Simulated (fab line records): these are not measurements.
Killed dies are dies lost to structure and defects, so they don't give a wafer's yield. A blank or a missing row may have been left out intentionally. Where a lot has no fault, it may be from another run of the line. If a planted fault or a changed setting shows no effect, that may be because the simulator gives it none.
A lot that was struck, set against a sound lot + flow nand-harc + 29 out of 1302 route steps
Sound: these wafers, L746.2, L746.4, L746.5. Struck: wafer L754.4 (left out: L754.2, L754.3 of the same lot, which were not struck); the cause appears at the end.
Per side, at each step with rows, come the tool, then ch with its chambers, and then its first start. Under that, the readings that differ: sound wafers + struck wafers + difference of the means + sigmas: that difference in standard deviations of wafers without a fault.
alike: readings whose means differ by less than 2 such deviations, and words and numbers that are the same on both sides. not compared: withheld readings, readings that some wafer has no value for, bounds like >300 that may hide the same value, and numbers for which the record gives no deviation and whose values overlap.
Wherever a step has rows on one side only, a row that says differs or no value, or a row with sigmas, the two part there. Numbers that have no deviation but don't overlap get no sigmas and don't part them. Lack of a reading on every wafer of one side parts them only where that side has two or more wafers.

NHARC_A_CHANNEL_HOLE_D2_CD_MEAS_10: the cd target is 100 nm.
  sound on cd-sem-03 ch 0, day 16 09:30; struck on cd-sem-03 ch 0, day 19 16:53
  alike: cd-nm
NHARC_A_CHANNEL_HOLE_D2_OVL_MEAS_11:
  struck on overlay-01, day 19 16:58; sound on overlay-02, day 16 09:35
  alike: overlay-x-nm, overlay-y-nm
NHARC_A_CHANNEL_HOLE_D2_INSPECT_12:
  struck on defect-inspect-02, day 19 17:01; sound on defect-inspect-02, day 16 09:37
  alike: raw-defect-count
then, 2 steps without rows for these wafers: NHARC_A_CHANNEL_HOLE_D2_DESCUM_15 (chemistry O2, time 3 s); NHARC_A_CHANNEL_HOLE_D2_ETCH_38 (etches the open film in CF4, target depth 39 nm, time 65 s).
NHARC_A_CHANNEL_HOLE_D2_ETCH_39: etches the open film in N2/H2, target depth 260 nm, time 325 s.
  sound on rie-diel-02 ch 1,3; struck on rie-diel-11 ch 1
| reading               | sound             | struck | difference | sigmas |
|-----------------------|-------------------|--------|------------|--------|
| oes-product-au (a.u.) | 1.018 0.990 1.007 | 0.977  | -0.028     | -3     |
  alike: bias-w, drypump-motor-current-A, n2-flow-sccm, rf-vpp-V, showerhead-plenum-p-Torr, throttle-valve-pct
  not compared: rf-hours-counter-h
NHARC_A_CHANNEL_HOLE_D2_ETCH_34: etches the open film in CF4/CHF3, target depth 154 nm, time 77 s.
  sound on rie-diel-02 ch 2,3; struck on rie-diel-11 ch 2
| reading                     | sound       | struck | difference | sigmas |
|-----------------------------|-------------|--------|------------|--------|
| drypump-motor-current-A (A) | 6.5 5.9 6.5 | 5.1    | -1.2       | -2     |
  alike: bias-w, cf4-flow-sccm, oes-product-au, rf-vpp-V, showerhead-plenum-p-Torr, throttle-valve-pct
  not compared: rf-hours-counter-h
NHARC_A_CHANNEL_HOLE_D2_ETCH_16: etches the open film in O2/COS, target depth 3100 nm, time 806 s.
  sound on rie-diel-02 ch 0,2; struck on rie-diel-11 ch 0
| reading                         | sound             | struck | difference | sigmas |
|---------------------------------|-------------------|--------|------------|--------|
| oes-product-au (a.u.)           | 1.009 0.963 0.975 | 1.004  | +0.022     | +2     |
| showerhead-plenum-p-Torr (Torr) | 3.17 3.11 3.10    | 2.91   | -0.22      | -2     |
  alike: bias-w, drypump-motor-current-A, rf-vpp-V, throttle-valve-pct
  not compared: rf-hours-counter-h
NHARC_A_CHANNEL_HOLE_D2_CD_MEAS_18:
  struck on cd-sem-02, day 19 18:10; sound on cd-sem-02, day 16 10:47
  alike: cd-nm
then, 2 steps without rows for these wafers: NHARC_A_CHANNEL_HOLE_D2_ETCH_19 (etches the open film in C4F8/O2/Ar, time 34.5 s); NHARC_A_CHANNEL_HOLE_D2_ETCH_20 (etches the open film in C4F8/O2/Ar, time 361.9 s, target depth 1600 nm).
NHARC_A_CHANNEL_HOLE_D2_ETCH_21: etches the open film in C4F8/O2/Ar, time 514.3 s, target depth 1600 nm.
  sound on har-etch-02 ch 0, day 16 11:17; struck on har-etch-01 ch 1, day 19 18:44
  alike: drypump-motor-current-A, showerhead-plenum-p-Torr, temp-c, throttle-valve-pct
  not compared: rf-hours-counter-h
NHARC_A_CHANNEL_HOLE_D2_ETCH_22: etches the open film in C4F8/O2/Ar, time 666.7 s, target depth 1600 nm.
  sound on har-etch-02 ch 0, day 16 11:44; struck on har-etch-01 ch 1, day 19 19:12
  alike: drypump-motor-current-A, showerhead-plenum-p-Torr, temp-c, throttle-valve-pct
  not compared: rf-hours-counter-h
then, 4 steps without rows for these wafers: NHARC_A_CHANNEL_HOLE_D2_ETCH_23 (etches the open film in C4F8/O2/Ar, time 819 s, target depth 1600 nm); NHARC_A_CHANNEL_HOLE_D2_ETCH_24 (etches the open film in C4F8/O2/Ar, time 906.2 s, target depth 1500 nm); NHARC_A_CHANNEL_HOLE_D2_ETCH_25 (etches the open film in C4F8/O2/Ar, time 1040.2 s, target depth 1500 nm); NHARC_A_CHANNEL_HOLE_D2_ETCH_26 (etches the open film in C4F8/O2/Ar, time 224.1 s, target depth 300 nm).
NHARC_A_CHANNEL_HOLE_D2_ETCH_27: etches the open film in C4F8/O2/Ar, time 90 s, target depth 400 nm.
  sound on har-etch-02 ch 0, day 16 14:50; struck on har-etch-01 ch 1, day 19 22:16
  alike: drypump-motor-current-A, showerhead-plenum-p-Torr, temp-c, throttle-valve-pct
  not compared: rf-hours-counter-h
then, 7 steps without rows for these wafers: NHARC_A_CHANNEL_HOLE_D2_STRIP_41 (strips in N2/H2); NHARC_A_CHANNEL_HOLE_D2_STRIP_42 (strips in CF4/CHF3); NHARC_A_CHANNEL_HOLE_D2_STRIP_43 (strips in O2/COS); NHARC_A_CHANNEL_HOLE_D2_ETCH_44 (etches the open film in CF4/O2, target depth 140 nm, overetch 14 nm, time 77 s); NHARC_A_CHANNEL_HOLE_D2_STRIP_28 (strips in O2); NHARC_A_CHANNEL_HOLE_D2_PRECLEAN_29 (cleans in SC1); NHARC_A_CHANNEL_HOLE_D2_SRD_30.
NHARC_A_CHANNEL_HOLE_D2_CD_MEAS_31:
  struck on cd-sem-01, day 19 23:47; sound on cd-sem-03, day 16 16:23
| reading    | sound          | struck | difference | sigmas |
|------------|----------------|--------|------------|--------|
| cd-nm (nm) | 91.1 89.8 90.9 | 93.0   | +2.4       | +2     |
NHARC_A_CHANNEL_HOLE_D2_XSEM_32:
  sound on xsem-02 ch 0, day 16 16:28; struck on xsem-02 ch 0
  alike: bot-cd-nm, tilt-deg
  not compared: bow-nm
NHARC_A_CHANNEL_HOLE_D2_INSPECT_40:
  struck on defect-inspect-02, day 20 04:22; sound on defect-inspect-02, day 16 16:34
  alike: raw-defect-count
then, 1 step without rows for these wafers: NHARC_END_SORT_01.

== WHERE THEY PART ==
First at NHARC_A_CHANNEL_HOLE_D2_ETCH_39; last, within this record, at NHARC_A_CHANNEL_HOLE_D2_CD_MEAS_31. Later steps at which nothing parts them and some readings are alike: NHARC_A_CHANNEL_HOLE_D2_XSEM_32, NHARC_A_CHANNEL_HOLE_D2_INSPECT_40.

WHY: the cause the simulator had injected
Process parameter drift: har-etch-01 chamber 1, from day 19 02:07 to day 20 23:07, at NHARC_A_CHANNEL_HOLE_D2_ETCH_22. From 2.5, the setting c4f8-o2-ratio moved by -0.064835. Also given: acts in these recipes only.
